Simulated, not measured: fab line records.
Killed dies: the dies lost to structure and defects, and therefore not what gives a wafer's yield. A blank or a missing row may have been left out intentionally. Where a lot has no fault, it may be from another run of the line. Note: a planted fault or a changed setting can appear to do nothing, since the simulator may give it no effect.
Chamber matching + flow nand_harc + rie_diel-13 running NHARC_A_BLC_DESCUM_15: 4 sister chambers
The step chemistry O2, time 3 s. 8 wafers are shown with their chamber, then 9 later ones without.

== WAFERS, EACH WITH ITS CHAMBER ==
| wafer  | chamber | drypump_motor_current_A (A) | oes_product_au (a.u.) |
|--------|---------|-----------------------------|-----------------------|
| L081.3 | 0       | 6.5                         | 0.988                 |
| L081.6 | 0       | 6.5                         | 0.996                 |
| L082.2 | 1       | 5.2                         | 0.998                 |
| L084.3 | 1       | 5.2                         | 1.005                 |
| L084.5 | 3       | 5.0                         | 1.009                 |
| L085.2 | 3       | 4.9                         | 1.003                 |
| L085.4 | 2       | 5.7                         | 1.016                 |
| L085.5 | 2       | 5.7                         | 1.016                 |

== WAFERS MISSING THEIR CHAMBER ==
| wafer  | drypump_motor_current_A (A) | oes_product_au (a.u.) |
|--------|-----------------------------|-----------------------|
| L087.4 | 6.5                         | 0.994                 |
| L087.5 | 6.5                         | 0.984                 |
| L087.6 | 4.9                         | 1.007                 |
| L094.1 | 5.2                         | 0.996                 |
| L094.4 | 5.0                         | 1.007                 |
| L094.6 | 5.7                         | 0.999                 |
| L096.1 | 6.5                         | 0.991                 |
| L096.3 | 5.7                         | 0.996                 |
| L096.6 | 5.7                         | 0.999                 |

== WHICH CHAMBER EACH WENT THROUGH ==
| wafer  | from the rows above | in truth |
|--------|---------------------|----------|
| L087.4 | 0                   | 0        |
| L087.5 | 0                   | 0        |
| L087.6 | 3                   | 3        |
| L094.1 | 1                   | 1        |
| L094.4 | 3                   | 3        |
| L094.6 | 2                   | 2        |
| L096.1 | 0                   | 0        |
| L096.3 | 2                   | 2        |
| L096.6 | 2                   | 2        |
Placed correctly: 9 of 9. From these rows, 0 cannot be placed. 0 placed wrongly.
How it was worked out, from the rows above alone: a wafer's distance from a chamber is the root of the sum, over the readings, of the square of ((its reading less the chamber's mean) divided by the reading's scatter). The wafer belongs to the nearest chamber; if the next one is less than 2 further off, it can't be placed. Each chamber's mean is taken over the wafers shown for it. The scatter: the root of (the sum of the squares of (reading less its chamber's mean) over the shown wafers, divided by (wafers less chambers)).
